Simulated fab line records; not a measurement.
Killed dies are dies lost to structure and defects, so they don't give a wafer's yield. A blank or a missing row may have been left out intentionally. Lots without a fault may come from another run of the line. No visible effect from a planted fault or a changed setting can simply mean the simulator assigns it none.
Which tool did it? -- flow n5Finfet -- Sampling: 9 lots, 26 wafers, 5 of 1938 route steps

== WHAT THE GAUGES SHOWED, per wafer ==
N5_BEOL_M4_RC_MEAS_101.
lot,measured,on,DIBL_N (mV/V),DIBL_P (mV/V),IOFF_N (nA/um),IOFF_P (nA/um),ION_N (uA/um),ION_P (uA/um),SS_N (mV/dec),SS_P (mV/dec),VT_N (mV),VT_P (mV)
L198,day 11 10:42,prober-02,35.6 36.0 32.7,36.7 35.2 32.9,0.16 0.15 0.11,0.20 0.17 0.16,667 651 653,461 445 454,71.5 72.3 70.0,73.4 73.0 73.2,247 253 254,-250 -253 -254
L197,day 11 17:02,prober-02,35.0 42.0 34.9,34.2 43.0 33.9,0.13 0.28 0.13,0.15 0.29 0.16,644 704 676,440 470 457,71.1 73.0 71.1,72.1 74.2 73.0,253 241 249,-258 -251 -253
L196,day 11 21:37,prober-01,39.1 37.9 34.6,39.4 39.1 33.8,0.21 0.18 0.12,0.24 0.23 0.17,694 666 664,469 461 457,72.9 72.4 70.8,74.1 73.7 73.6,247 250 255,-248 -251 -254
L200,day 12 06:16,prober-01,37.4 37.1 35.6,37.5 36.5 34.6,0.16 0.14 0.12,0.22 0.21 0.18,680 658 665,464 465 464,71.7 72.3 71.1,73.9 73.2 72.7,251 254 255,-249 -248 -251
L203,day 13 00:13,prober-01,38.7 38.1 36.4,38.6 38.9 36.6,0.21 0.21 0.16,0.25 0.25 0.21,703 696 677,473 480 455,71.7 71.5 70.9,74.1 73.7 73.3,243 244 248,-249 -248 -250
L206,day 14 08:44,prober-01,35.4 36.4 34.7,36.2 38.3 35.6,0.16 0.19 0.14,0.21 0.23 0.19,656 682 649,459 465 455,71.1 71.7 71.7,74.2 74.2 73.3,251 247 253,-250 -251 -250
L210,day 14 19:44,prober-01,37.5 36.8 38.7,38.9 37.7 40.5,0.19 0.17 0.22,0.24 0.23 0.26,684 680 683,467 472 461,71.8 72.5 72.5,73.3 73.1 73.6,248 249 247,-251 -248 -246
L212,day 15 03:29,prober-02,34.4 37.4,33.6 37.9,0.13 0.18,0.17 0.24,667 679,457 468,70.5 71.6,72.3 73.5,250 250,-251 -246
L213,day 15 13:25,prober-01,34.9 37.3 35.3,36.2 38.6 35.4,0.12 0.16 0.13,0.17 0.21 0.16,664 671 666,459 469 453,71.3 71.8 71.5,73.3 74.0 72.8,257 252 255,-256 -251 -258

N5_BEOL_M11_INSPECT_58: inspects for defects (darkfield).
lot,measured,on,rawDefectCount
L198,day 14 03:12,defectInspect-01,79 52 38
L197,day 14 21:05,defectInspect-01,64 35 65
L196,day 14 11:34,defectInspect-01,73 71 54
L200,day 14 22:47,defectInspect-02,62 58 82
L203,day 15 19:34,defectInspect-01,86 67 111
L206,day 18 00:22,defectInspect-02,89 82 128
L210,day 18 00:06,defectInspect-01,53 66 54
L212,day 18 03:01,defectInspect-01,86 168
L213,day 18 14:28,defectInspect-02,84 116 80

N5_BEOL_M12_OVL_MEAS_11.
lot,measured,on,V11_OVL (nm)
L198,day 14 03:42,overlay-02,-3 -2 -7
L197,day 14 21:43,overlay-01,3 -7 7
L196,day 14 12:07,overlay-02,-11 0 3
L200,day 14 23:17,overlay-02,5 13 8
L203,day 15 20:12,overlay-01,-2 -1 -6
L206,day 18 01:05,overlay-02,34 40 41
L210,day 18 01:03,overlay-01,39 35 38
L212,day 18 03:31,overlay-02,26 29
L213,day 18 14:58,overlay-02,39 42 45

== WHICH TOOL RAN EACH LOT (tool, then ch and the chambers of the sampled wafers, then the start) ==
lot,N5_BEOL_M11_STRIP_36,N5_BEOL_M12_EXPOSE_07
L198,"rieDiel-02 ch 0,3, day 14 00:05","krfScanner-02 ch 0, day 14 03:30"
L197,"rieDiel-03 ch 0,2,3, day 14 18:07","krfScanner-01 ch 0, day 14 21:31"
L196,"rieDiel-06 ch 0,3, day 14 08:53","krfScanner-02 ch 0, day 14 11:55"
L200,"rieDiel-02 ch 0,2, day 14 19:49","krfScanner-01 ch 0, day 14 23:05"
L203,"rieDiel-02 ch 1,2,3, day 15 15:19","krfScanner-02 ch 0, day 15 19:59"
L206,"rieDiel-06 ch 1,2,3, day 17 21:42","krfScanner-02 ch 0, day 18 00:53"
L210,"rieDiel-06 ch 1,2,3, day 17 21:14","krfScanner-02 ch 0, day 18 00:52"
L212,"rieDiel-06 ch 1,3, day 17 23:23","krfScanner-02 ch 0, day 18 03:19"
L213,"rieDiel-03 ch 0,1,2, day 18 11:35","krfScanner-02 ch 0, day 18 14:46"
- N5_BEOL_M11_STRIP_36: strips in N2/H2.
- N5_BEOL_M12_EXPOSE_07: exposes mask V11.

== WHAT THE TOOLS THEMSELVES READ (means of the sampled wafers that have a number; where no wafer has one, the mark that the record gives instead) ==
N5_BEOL_M11_STRIP_36.
lot,tool,biasPowerW (W),chamberPressureMTorr (mTorr),drypumpMotorCurrentA (A),oesProductAu (a.u.),rfVppV (V),showerheadPlenumPTorr (Torr),throttleValvePct (%)
L198,rieDiel-02,6.997,20.01,5.61,0.72,57.9,2.41,23.62
L197,rieDiel-03,7.001,19.99,5.44,0.82,59.0,2.61,23.88
L196,rieDiel-06,6.996,20.01,5.71,0.74,60.2,2.49,23.54
L200,rieDiel-02,6.988,20.00,5.52,0.75,60.6,2.47,23.71
L203,rieDiel-02,7.005,19.94,5.54,0.73,59.4,2.51,23.55
L206,rieDiel-06,7.005,20.03,5.68,0.83,56.8,2.45,23.55
L210,rieDiel-06,7.014,19.99,5.69,0.82,58.2,2.45,23.52
L212,rieDiel-06,7.030,20.04,5.58,0.87,61.0,2.51,23.34
L213,rieDiel-03,6.997,19.99,5.95,0.81,59.2,2.56,23.64

== THE ANSWER, worked out from the rows above alone ==
Rule: what is usual is taken from the lots themselves. The widest of any qualifying gaps counts: lots, ordered by their means at a reading, are off when they make up no more than a third of the lots, leave a main group of 4 or more, and stand apart from it by 3 or more times the standard deviation of that group's means. Not used: any main group whose means are identical at the precision the tables above print for the reading. A lot without any number at a reading at which 4 lots or more have one is off too. Where the step has rows for the other lots, those lots are counted as sound. Order of review: gauges by route order, followed by the tools' own readings, for which a lot's mean as printed above is used. At the first step where some lot is off, the reading lying furthest off is the one used; lots without a number count as furthest.
No lot is off at any reading shown: from this, nothing can be told.

== WHAT WAS PUT IN BY THE SIMULATOR ==
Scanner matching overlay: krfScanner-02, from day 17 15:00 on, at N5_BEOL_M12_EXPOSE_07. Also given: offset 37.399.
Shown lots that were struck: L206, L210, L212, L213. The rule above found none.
